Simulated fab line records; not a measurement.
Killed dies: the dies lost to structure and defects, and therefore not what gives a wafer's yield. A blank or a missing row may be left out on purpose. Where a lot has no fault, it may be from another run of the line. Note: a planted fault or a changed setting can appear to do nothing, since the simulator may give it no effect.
Matching of chambers || flow nand_harc || 4 sister chambers for NHARC_P_ZERO_WELL_DESCUM_39 on rie_diel-03
The step chemistry O2, time 3 s. 16 wafers are shown with their chamber, then 8 later ones without.

## WAFERS, EACH WITH ITS CHAMBER
{"wafer": "L083.2", "chamber": 0, "showerhead_plenum_p_Torr (Torr)": 1.82, "oes_product_au (a.u.)": 1.003, "rf_vpp_V (V)": 57.0}
{"wafer": "L083.4", "chamber": 3, "showerhead_plenum_p_Torr (Torr)": 1.95, "oes_product_au (a.u.)": 1.003, "rf_vpp_V (V)": 58.5}
{"wafer": "L083.6", "chamber": 1, "showerhead_plenum_p_Torr (Torr)": 1.93, "oes_product_au (a.u.)": 1.006, "rf_vpp_V (V)": 58.2}
{"wafer": "L087.2", "chamber": 2, "showerhead_plenum_p_Torr (Torr)": 1.91, "oes_product_au (a.u.)": 1.006, "rf_vpp_V (V)": 58.4}
{"wafer": "L087.3", "chamber": 0, "showerhead_plenum_p_Torr (Torr)": 1.82, "oes_product_au (a.u.)": 0.994, "rf_vpp_V (V)": 58.5}
{"wafer": "L087.4", "chamber": 1, "showerhead_plenum_p_Torr (Torr)": 1.93, "oes_product_au (a.u.)": 1.012, "rf_vpp_V (V)": 58.9}
{"wafer": "L090.2", "chamber": 2, "showerhead_plenum_p_Torr (Torr)": 1.91, "oes_product_au (a.u.)": 1.001, "rf_vpp_V (V)": 57.8}
{"wafer": "L090.3", "chamber": 3, "showerhead_plenum_p_Torr (Torr)": 1.94, "oes_product_au (a.u.)": 1.000, "rf_vpp_V (V)": 57.6}
{"wafer": "L090.4", "chamber": 0, "showerhead_plenum_p_Torr (Torr)": 1.81, "oes_product_au (a.u.)": 0.989, "rf_vpp_V (V)": 55.7}
{"wafer": "L091.2", "chamber": 0, "showerhead_plenum_p_Torr (Torr)": 1.81, "oes_product_au (a.u.)": 0.987, "rf_vpp_V (V)": 57.6}
{"wafer": "L091.4", "chamber": 3, "showerhead_plenum_p_Torr (Torr)": 1.94, "oes_product_au (a.u.)": 1.009, "rf_vpp_V (V)": 57.4}
{"wafer": "L091.6", "chamber": 0, "showerhead_plenum_p_Torr (Torr)": 1.81, "oes_product_au (a.u.)": 0.995, "rf_vpp_V (V)": 57.1}
{"wafer": "L094.1", "chamber": 3, "showerhead_plenum_p_Torr (Torr)": 1.94, "oes_product_au (a.u.)": 1.013, "rf_vpp_V (V)": 57.0}
{"wafer": "L094.2", "chamber": 1, "showerhead_plenum_p_Torr (Torr)": 1.92, "oes_product_au (a.u.)": 1.014, "rf_vpp_V (V)": 58.6}
{"wafer": "L094.6", "chamber": 1, "showerhead_plenum_p_Torr (Torr)": 1.92, "oes_product_au (a.u.)": 1.008, "rf_vpp_V (V)": 58.1}
{"wafer": "L095.3", "chamber": 2, "showerhead_plenum_p_Torr (Torr)": 1.90, "oes_product_au (a.u.)": 1.003, "rf_vpp_V (V)": 57.8}

SIGNATURES, as means of the wafers listed above
{"reading": "showerhead_plenum_p_Torr", "chamber 0": 1.8140, "chamber 1": 1.9250, "chamber 2": 1.9067, "chamber 3": 1.9425, "scatter within a chamber": 0.00549}
{"reading": "oes_product_au", "chamber 0": 0.99360, "chamber 1": 1.01000, "chamber 2": 1.00333, "chamber 3": 1.00625, "scatter within a chamber": 0.00509}
{"reading": "rf_vpp_V", "chamber 0": 57.180, "chamber 1": 58.450, "chamber 2": 58.000, "chamber 3": 57.625, "scatter within a chamber": 0.707}
Rule: distance of a wafer from a chamber = root of the sum over the readings of ((wafer's reading minus chamber's mean) / reading's scatter) squared. If the next closest chamber is less than 2 further off than the closest, the wafer can't be placed; otherwise it belongs to the closest. The scatter: the root of (the sum of the squares of (reading less its chamber's mean) over the shown wafers, divided by (wafers less chambers)).

## WAFERS WITH NO CHAMBER GIVEN
{"wafer": "L095.4", "showerhead_plenum_p_Torr (Torr)": 1.92, "oes_product_au (a.u.)": 1.008, "rf_vpp_V (V)": 56.7}
{"wafer": "L095.6", "showerhead_plenum_p_Torr (Torr)": 1.94, "oes_product_au (a.u.)": 1.000, "rf_vpp_V (V)": 58.5}
{"wafer": "L097.1", "showerhead_plenum_p_Torr (Torr)": 1.91, "oes_product_au (a.u.)": 1.008, "rf_vpp_V (V)": 57.3}
{"wafer": "L097.2", "showerhead_plenum_p_Torr (Torr)": 1.90, "oes_product_au (a.u.)": 1.005, "rf_vpp_V (V)": 57.2}
{"wafer": "L097.3", "showerhead_plenum_p_Torr (Torr)": 1.81, "oes_product_au (a.u.)": 0.998, "rf_vpp_V (V)": 59.0}
{"wafer": "L097.4", "showerhead_plenum_p_Torr (Torr)": 1.94, "oes_product_au (a.u.)": 0.994, "rf_vpp_V (V)": 57.8}
{"wafer": "L097.5", "showerhead_plenum_p_Torr (Torr)": 1.91, "oes_product_au (a.u.)": 1.011, "rf_vpp_V (V)": 57.5}
{"wafer": "L097.6", "showerhead_plenum_p_Torr (Torr)": 1.81, "oes_product_au (a.u.)": 0.992, "rf_vpp_V (V)": 56.2}

## THE CHAMBER EACH PASSED THROUGH
{"wafer": "L095.4", "from the rows above": "can't be placed: 1 or 2 or 3", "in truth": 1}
{"wafer": "L095.6", "from the rows above": "can't be placed: 3 or 1", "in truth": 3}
{"wafer": "L097.1", "from the rows above": "can't be placed: 2 or 1", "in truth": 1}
{"wafer": "L097.2", "from the rows above": 2, "in truth": 2}
{"wafer": "L097.3", "from the rows above": 0, "in truth": 0}
{"wafer": "L097.4", "from the rows above": "can't be placed: 3 or 1", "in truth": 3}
{"wafer": "L097.5", "from the rows above": "can't be placed: 2 or 1", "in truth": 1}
{"wafer": "L097.6", "from the rows above": 0, "in truth": 0}
Placed correctly: 3 of 8. Cannot be placed on the basis of these rows: 5; the candidates contain the true chamber in 5. Placed wrongly: 0.
